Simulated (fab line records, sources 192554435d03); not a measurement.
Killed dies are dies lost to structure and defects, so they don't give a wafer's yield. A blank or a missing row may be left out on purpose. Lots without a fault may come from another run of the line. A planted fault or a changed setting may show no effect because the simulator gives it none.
Which tool did it? | flow n5_finfet | 12 lots, 35 wafers sampled, at 4 steps of a route of 1938

WHAT THE GAUGES READ, wafer by wafer
N5_BEOL_M8_RS_MEAS_57: measures by four-point-probe. Usual: M8_RS 0.287 ohm/sq, standard deviation 0.0073.
lot  | measured     | on            | M8_RS (ohm/sq)    | flag
L216 | day 9 14:00  | film_metro-01 | 0.291 0.281 0.286 |
L217 | day 10 05:48 | film_metro-01 | 0.304 0.291 0.290 |
L220 | day 10 08:14 | film_metro-01 | 0.280 0.283 0.279 |
L218 | day 10 12:16 | film_metro-01 | 0.282 0.284 0.292 |
L222 | day 11 05:26 | film_metro-01 | 0.281 0.282 0.288 |
L224 | day 11 12:25 | film_metro-02 | 0.278 0.294 0.278 |
L226 | day 11 21:29 | film_metro-01 | 0.290 0.304 0.293 |
L225 | day 12 11:13 | film_metro-02 | 0.276 0.279 0.277 |
L227 | day 12 20:17 | film_metro-01 | 0.286 0.293       |
L232 | day 13 20:37 | film_metro-02 | 0.297 0.291 0.289 |
L239 | day 15 08:40 | film_metro-01 | 0.274 0.286 0.282 |
L238 | day 15 13:37 | film_metro-01 | 0.289 0.285 0.287 |

WHICH TOOL RAN EACH LOT (tool, then ch and the chambers of the sampled wafers, then the start)
lot  | N5_BEOL_M8_STRIP_67                | N5_BEOL_M8_PRE_CLEAN_45      | N5_BEOL_M8_SPUTTER_48
L216 | rie_diel-01 ch 0,1,2, day 9 07:28  | pvd_sputter-02, day 9 11:57  | pvd_sputter-02, day 9 12:39
L217 | rie_diel-01 ch 1,2,3, day 10 01:22 | pvd_sputter-01, day 10 04:10 | pvd_sputter-01, day 10 04:51
L220 | rie_diel-01 ch 0,1, day 10 04:31   | pvd_sputter-03, day 10 06:10 | pvd_sputter-02, day 10 07:12
L218 | rie_diel-06 ch 2,3, day 10 06:20   | pvd_sputter-01, day 10 10:31 | pvd_sputter-01, day 10 11:12
L222 | rie_diel-02 ch 0,2,3, day 10 22:12 | pvd_sputter-03, day 11 03:14 | pvd_sputter-01, day 11 04:04
L224 | rie_diel-01 ch 0,2,3, day 11 08:30 | pvd_sputter-03, day 11 10:55 | pvd_sputter-03, day 11 11:28
L226 | rie_diel-01 ch 0,1,3, day 11 16:39 | pvd_sputter-03, day 11 18:39 | pvd_sputter-02, day 11 20:32
L225 | rie_diel-02 ch 0,2,3, day 12 03:29 | pvd_sputter-03, day 12 09:04 | pvd_sputter-01, day 12 09:53
L227 | rie_diel-01 ch 1,3, day 12 15:02   | pvd_sputter-01, day 12 18:30 | pvd_sputter-01, day 12 19:20
L232 | rie_diel-02 ch 0,2,3, day 13 14:33 | pvd_sputter-02, day 13 18:35 | pvd_sputter-02, day 13 19:23
L239 | rie_diel-01 ch 0,1,3, day 15 04:36 | pvd_sputter-02, day 15 07:04 | pvd_sputter-02, day 15 07:44
L238 | rie_diel-02 ch 0,1, day 15 07:43   | pvd_sputter-03, day 15 11:35 | pvd_sputter-02, day 15 12:18
- N5_BEOL_M8_STRIP_67: strips in CF4.
- N5_BEOL_M8_PRE_CLEAN_45: time 30 s.
- N5_BEOL_M8_SPUTTER_48: material Cu, target thk 10 nm, time 1.667 s.

WHAT THE TOOLS THEMSELVES READ (means of the sampled wafers that have a number; where no wafer has one, the mark that the record gives instead)
N5_BEOL_M8_STRIP_67. Usual: drypump_motor_current_A 5.9 A, standard deviation 0.35; oes_product_au 0.82 a.u., standard deviation 0.071; rf_vpp_V 271.7 V, standard deviation 1.5; showerhead_plenum_p_Torr 1.81 Torr, standard deviation 0.054; throttle_valve_pct 13.51 %, standard deviation 0.27.
lot  | tool        | drypump_motor_current_A (A) | oes_product_au (a.u.) | rf_vpp_V (V) | showerhead_plenum_p_Torr (Torr) | throttle_valve_pct (%) | flag
L216 | rie_diel-01 | 6.0                         | 0.84                  | 272.2        | 1.82                            | 13.47                  |
L217 | rie_diel-01 | 5.7                         | 0.83                  | 271.7        | 1.83                            | 13.55                  |
L220 | rie_diel-01 | 6.0                         | 0.90                  | 270.9        | 1.80                            | 13.33                  |
L218 | rie_diel-06 | 5.5                         | 0.74                  | 270.3        | 1.77                            | 13.80                  |
L222 | rie_diel-02 | 5.9                         | 0.84                  | 272.3        | 1.81                            | 13.20                  |
L224 | rie_diel-01 | 5.7                         | 0.78                  | 273.1        | 1.88                            | 13.66                  |
L226 | rie_diel-01 | 5.8                         | 0.85                  | 272.5        | 1.85                            | 13.49                  |
L225 | rie_diel-02 | 5.9                         | 0.83                  | 271.6        | 1.81                            | 13.22                  |
L227 | rie_diel-01 | 5.7                         | 0.85                  | 273.2        | 1.82                            | 13.50                  |
L232 | rie_diel-02 | 5.9                         | 0.82                  | 271.9        | 1.80                            | 13.25                  |
L239 | rie_diel-01 | 5.8                         | 0.81                  | 272.1        | 1.84                            | 13.56                  |
L238 | rie_diel-02 | 5.8                         | 0.84                  | 270.8        | 1.81                            | 13.49                  |

N5_BEOL_M8_PRE_CLEAN_45. Usual: heater_power_w 319 W, standard deviation 29.
lot  | tool           | heater_power_w (W) | flag
L216 | pvd_sputter-02 | 329                |
L217 | pvd_sputter-01 | 349                |
L220 | pvd_sputter-03 | 290                |
L218 | pvd_sputter-01 | 345                |
L222 | pvd_sputter-03 | 299                |
L224 | pvd_sputter-03 | 292                |
L226 | pvd_sputter-03 | 294                |
L225 | pvd_sputter-03 | 300                |
L227 | pvd_sputter-01 | 341                |
L232 | pvd_sputter-02 | 308                |
L239 | pvd_sputter-02 | 335                |
L238 | pvd_sputter-03 | 292                |

N5_BEOL_M8_SPUTTER_48. Usual: cathode_dc_power_W 26000 W, standard deviation 4.7; throttle_valve_pct 29.8 %, standard deviation 1.1.
lot  | tool           | cathode_dc_power_W (W) | throttle_valve_pct (%) | flag
L216 | pvd_sputter-02 | 26004                  | 29.3                   |
L217 | pvd_sputter-01 | 26004                  | 30.0                   |
L220 | pvd_sputter-02 | 25997                  | 29.0                   |
L218 | pvd_sputter-01 | 26003                  | 30.5                   |
L222 | pvd_sputter-01 | 26001                  | 30.5                   |
L224 | pvd_sputter-03 | 26003                  | 29.7                   |
L226 | pvd_sputter-02 | 25999                  | 29.4                   |
L225 | pvd_sputter-01 | 25998                  | 30.0                   |
L227 | pvd_sputter-01 | 26001                  | 31.4                   |
L232 | pvd_sputter-02 | 25998                  | 29.2                   |
L239 | pvd_sputter-02 | 25272                  | 28.8                   | OFF
L238 | pvd_sputter-02 | 24537                  | 28.5                   | OFF

THE ANSWER, worked out from the rows above alone
Rule: a lot is off if the mean of its wafers that have a number lies more than 3 standard deviations from the usual mean. A lot without any number at a reading at which 4 lots or more have one is off too. The other lots that the step has rows for count as sound. The gauges are gone through in route order, then the tools' own readings, and for those a lot's mean is taken as printed above. The first step at which some lot is off is used, and at that step the reading that is off furthest; a lot without a number counts as furthest.
Off: L239, L238, at N5_BEOL_M8_SPUTTER_48 (cathode_dc_power_W).
A tool fits if, at that step or a process step before it, it ran every lot that is off, and no sound lot after the first of them. One fits: pvd_sputter-02 at N5_BEOL_M8_SPUTTER_48. Its last sound lot is L232 (day 13 19:23), its first lot that is off L239 (day 15 07:44): a fault that began between those two fits.
The tool's own readings at N5_BEOL_M8_SPUTTER_48 bear it out: on the lots that are off they differ by more than 5 times the standard deviation of the sound lots' means. cathode_dc_power_W reads 24904 W there against 26001 W on the sound lots.

WHAT THE SIMULATOR HAD PUT IN
Process parameter drift: pvd_sputter-02, from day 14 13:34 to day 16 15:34, at N5_BEOL_M8_SPUTTER_48. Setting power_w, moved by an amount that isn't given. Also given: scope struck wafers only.
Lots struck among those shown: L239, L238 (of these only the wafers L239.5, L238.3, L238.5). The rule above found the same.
